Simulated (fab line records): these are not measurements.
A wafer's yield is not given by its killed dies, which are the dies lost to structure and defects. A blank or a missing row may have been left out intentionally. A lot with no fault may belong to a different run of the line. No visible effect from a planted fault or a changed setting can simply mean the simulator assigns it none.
Which of the tools did it? | flow n5Finfet | 33 wafers from 11 lots sampled at 5 of the route's 1938 steps

== WHAT EACH GAUGE READ, for each wafer ==
N5_BEOL_M1_INSPECT_13: inspects for defects (brightfield). Usual: rawDefectCount at 355, with a standard deviation of 72.
lot  | measured     | on               | rawDefectCount | flag
L372 | day 6 17:14  | defectInspect-01 | 308 289 396    | 
L373 | day 6 23:20  | defectInspect-02 | 525 348 483    | 
L374 | day 6 23:59  | defectInspect-01 | 313 376 536    | 
L375 | day 7 12:52  | defectInspect-01 | 323 364 378    | 
L378 | day 8 00:43  | defectInspect-01 | 410 312 398    | 
L377 | day 8 02:02  | defectInspect-01 | 235 265 203    | 
L379 | day 8 15:16  | defectInspect-01 | 318 341 442    | 
L380 | day 8 20:53  | defectInspect-01 | 191 306 419    | 
L384 | day 9 19:46  | defectInspect-01 | 389 479 303    | 
L391 | day 11 14:04 | defectInspect-02 | 444 429 382    | 
L392 | day 11 22:26 | defectInspect-01 | 360 328 399    | 

N5_BEOL_M1_CD_MEAS_28: target cd y 23.3 nm. Usual: cdNm at 23.91 nm, with a standard deviation of 0.22.
lot  | measured     | on       | cdNm (nm)         | flag
L372 | day 6 18:13  | cdSem-01 | 23.60 23.71 23.74 | 
L373 | day 7 00:15  | cdSem-01 | 23.91 23.85 23.62 | 
L374 | day 7 00:47  | cdSem-01 | 23.87 23.70 23.71 | 
L375 | day 7 13:46  | cdSem-03 | 23.98 24.07 24.22 | 
L378 | day 8 01:50  | cdSem-01 | 24.30 23.72 24.22 | 
L377 | day 8 02:49  | cdSem-03 | 23.60 23.76 23.98 | 
L379 | day 8 16:13  | cdSem-01 | 24.07 24.27 24.03 | 
L380 | day 8 21:47  | cdSem-02 | 24.18 23.92 24.04 | 
L384 | day 9 20:41  | cdSem-01 | 23.62 23.39 23.87 | 
L391 | day 11 14:58 | cdSem-01 | 23.57 23.57 23.38 | 
L392 | day 11 23:20 | cdSem-02 | 23.70 23.64 24.08 | 

N5_BEOL_M4_RC_MEAS_101. Usual: DIBL_N 36.3 mV/V, standard deviation 1.6; DIBL_P 36.5 mV/V, standard deviation 1.6; IOFF_N 0.163 nA/um, standard deviation 0.026; IOFF_P 0.22 nA/um, standard deviation 0.033; ION_N 676 uA/um, standard deviation 9.9; ION_P 464 uA/um, standard deviation 6.5; SS_N 71.5 mV/dec, standard deviation 0.5; SS_P 73.3 mV/dec, standard deviation 0.64; VT_N 249.3 mV, standard deviation 2.9; VT_P -250 mV, standard deviation 3.2.
lot  | measured     | on        | DIBL_N (mV/V)  | DIBL_P (mV/V)  | IOFF_N (nA/um)    | IOFF_P (nA/um) | ION_N (uA/um) | ION_P (uA/um) | SS_N (mV/dec)  | SS_P (mV/dec)  | VT_N (mV)         | VT_P (mV)      | flag
L372 | day 9 08:10  | prober-01 | 34.8 33.5 34.9 | 36.6 34.8 36.3 | 0.169 0.140 0.165 | 0.20 0.17 0.20 | 691 672 692   | 466 467 471   | 71.5 71.0 70.9 | 73.7 72.9 74.6 | 249.6 250.4 247.7 | -250 -251 -251 | 
L373 | day 9 14:32  | prober-01 | 36.8 37.4 37.0 | 37.1 37.5 37.0 | 0.165 0.176 0.153 | 0.22 0.24 0.22 | 687 699 674   | 468 479 462   | 71.1 71.5 71.9 | 72.8 73.6 73.2 | 247.6 247.3 249.2 | -248 -248 -251 | 
L374 | day 9 16:22  | prober-02 | 36.9 37.0 35.6 | 37.9 38.1 36.5 | 0.179 0.182 0.160 | 0.22 0.22 0.20 | 673 688 697   | 463 466 464   | 71.6 71.7 70.8 | 74.8 73.9 74.3 | 245.1 246.4 248.8 | -251 -250 -253 | 
L375 | day 9 23:01  | prober-01 | 35.5 38.1 35.7 | 36.1 38.4 36.6 | 0.146 0.192 0.154 | 0.20 0.24 0.21 | 666 687 680   | 453 462 468   | 71.3 71.6 70.6 | 73.2 73.6 73.5 | 252.9 246.5 246.8 | -253 -249 -251 | 
L378 | day 10 18:48 | prober-02 | 38.9 39.4 39.1 | 37.9 38.2 37.9 | 0.218 0.235 0.222 | 0.28 0.28 0.28 | 683 689 696   | 474 469 473   | 72.0 72.1 72.5 | 73.7 74.2 73.8 | 246.9 242.8 244.2 | -247 -246 -245 | 
L377 | day 10 19:06 | prober-01 | 34.5 34.2 33.9 | 35.3 35.9 34.6 | 0.135 0.142 0.129 | 0.17 0.18 0.17 | 670 682 674   | 452 464 461   | 71.3 71.1 71.5 | 72.5 72.5 72.6 | 252.4 249.9 249.3 | -254 -250 -252 | 
L379 | day 11 14:23 | prober-02 | 35.7 36.0 35.3 | 36.2 36.5 35.6 | 0.166 0.165 0.152 | 0.22 0.22 0.21 | 674 677 667   | 464 463 458   | 71.5 70.5 71.2 | 73.8 73.2 73.4 | 249.9 250.0 250.9 | -248 -248 -249 | 
L380 | day 11 17:46 | prober-01 | 35.7 33.8 35.4 | 35.7 33.9 36.0 | 0.159 0.133 0.158 | 0.22 0.20 0.23 | 679 664 672   | 465 467 460   | 71.2 70.5 71.8 | 73.0 72.6 73.0 | 248.4 249.7 250.1 | -249 -249 -248 | 
L384 | day 12 02:19 | prober-02 | 33.4 36.1 36.3 | 33.8 36.6 36.6 | 0.116 0.158 0.153 | 0.16 0.20 0.19 | 656 679 669   | 456 457 459   | 70.8 71.7 71.2 | 72.8 73.6 73.0 | 254.8 248.3 251.0 | -256 -253 -253 | 
L391 | day 14 04:17 | prober-01 | 36.0 34.9 35.7 | 37.1 35.2 36.3 | 0.169 0.145 0.164 | 0.22 0.19 0.22 | 669 662 672   | 465 456 462   | 71.8 71.6 71.7 | 73.4 73.5 73.8 | 249.5 252.3 250.3 | -250 -251 -248 | 
L392 | day 14 08:29 | prober-01 | 36.3 36.5 38.5 | 35.8 35.5 39.0 | 0.173 0.165 0.217 | 0.24 0.23 0.30 | 681 671 696   | 463 462 473   | 71.5 72.0 72.0 | 73.2 74.0 74.1 | 246.1 247.7 243.8 | -246 -246 -245 | 

== WHAT TOOL EACH LOT RAN ON (gives the tool, then ch and the chambers of the sampled wafers, and finally the start) ==
lot  | N5_BEOL_M1_HM_DEP_02        | N5_BEOL_M1_COAT_68
L372 | pvdSputter-02, day 6 16:38  | lithoTrack-05 ch 0, day 6 17:49
L373 | pvdSputter-03, day 6 22:52  | lithoTrack-01 ch 0, day 6 23:50
L374 | pvdSputter-03, day 6 23:31  | lithoTrack-05 ch 0, day 7 00:29
L375 | pvdSputter-02, day 7 12:16  | lithoTrack-01 ch 0, day 7 13:29
L378 | pvdSputter-03, day 8 00:14  | lithoTrack-01 ch 0, day 8 01:26
L377 | pvdSputter-01, day 8 01:25  | lithoTrack-05 ch 0, day 8 02:32
L379 | pvdSputter-02, day 8 14:47  | lithoTrack-05 ch 0, day 8 15:47
L380 | pvdSputter-02, day 8 20:17  | lithoTrack-05 ch 0, day 8 21:23
L384 | pvdSputter-03, day 9 19:17  | lithoTrack-05 ch 0, day 9 20:16
L391 | pvdSputter-03, day 11 13:28 | lithoTrack-05 ch 0, day 11 14:34
L392 | pvdSputter-01, day 11 21:50 | lithoTrack-05 ch 0, day 11 22:56
- N5_BEOL_M1_HM_DEP_02: deposits TiN, target thk 20 nm.
- N5_BEOL_M1_COAT_68: time 60 s, resist thk 12 nm.

== WHAT THE TOOLS THEMSELVES READ (means of the sampled wafers that have a number; where no wafer has one, the mark that the record gives instead) ==
N5_BEOL_M1_HM_DEP_02. Usual: throttleValvePct at 30.1 %, with a standard deviation of 1.
lot  | tool          | throttleValvePct (%) | flag
L372 | pvdSputter-02 | 29.1                 | 
L373 | pvdSputter-03 | 30.1                 | 
L374 | pvdSputter-03 | 30.6                 | 
L375 | pvdSputter-02 | 30.3                 | 
L378 | pvdSputter-03 | 30.2                 | 
L377 | pvdSputter-01 | 29.7                 | 
L379 | pvdSputter-02 | 30.0                 | 
L380 | pvdSputter-02 | 29.9                 | 
L384 | pvdSputter-03 | 30.1                 | 
L391 | pvdSputter-03 | 30.7                 | 
L392 | pvdSputter-01 | 30.4                 | 

N5_BEOL_M1_COAT_68. Usual: spinSpeedRpm at 1500.1 rpm, with a standard deviation of 0.92.
lot  | tool          | spinSpeedRpm (rpm) | flag
L372 | lithoTrack-05 | 1500.1             | 
L373 | lithoTrack-01 | 1501.9             | 
L374 | lithoTrack-05 | 1500.3             | 
L375 | lithoTrack-01 | 1500.8             | 
L378 | lithoTrack-01 | 1498.1             | 
L377 | lithoTrack-05 | 1500.5             | 
L379 | lithoTrack-05 | 1499.8             | 
L380 | lithoTrack-05 | 1500.0             | 
L384 | lithoTrack-05 | 1499.6             | 
L391 | lithoTrack-05 | 1387.2             | OFF
L392 | lithoTrack-05 | 1386.8             | OFF

== THE ANSWER, worked out from the rows above alone ==
Rule: a lot counts as off when the mean over its wafers that have a number is more than 3 standard deviations away from the usual mean. A lot without any number at a reading at which 4 lots or more have one is off too. Any other lot the step has rows for is counted as sound. The gauges are gone through in route order, then the tools' own readings, and for those a lot's mean is taken as printed above. At the first step where some lot is off, the reading lying furthest off is the one used; lots without a number count as furthest.
Off: L391, L392 (N5_BEOL_M1_COAT_68, spinSpeedRpm).
A tool fits if, at that step or a process step before it, it ran every lot that is off, and no sound lot after the first of them. One candidate fits, namely lithoTrack-05 at N5_BEOL_M1_COAT_68. A fault onset in the window from L384 (day 9 20:16, its last sound lot) to L391 (day 11 14:34, its first lot off) fits.
The tool's own readings at N5_BEOL_M1_COAT_68 bear it out: on the lots that are off they differ by more than 5 times the standard deviation of the sound lots' means. spinSpeedRpm reads 1387.0 rpm there against 1500.1 rpm on the sound lots.

== WHAT THE SIMULATOR HAD INSERTED ==
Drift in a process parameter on lithoTrack-05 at N5_BEOL_M1_COAT_68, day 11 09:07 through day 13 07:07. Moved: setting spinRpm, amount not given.
Struck lots among those shown: L391, L392. The rule above reached the same finding.
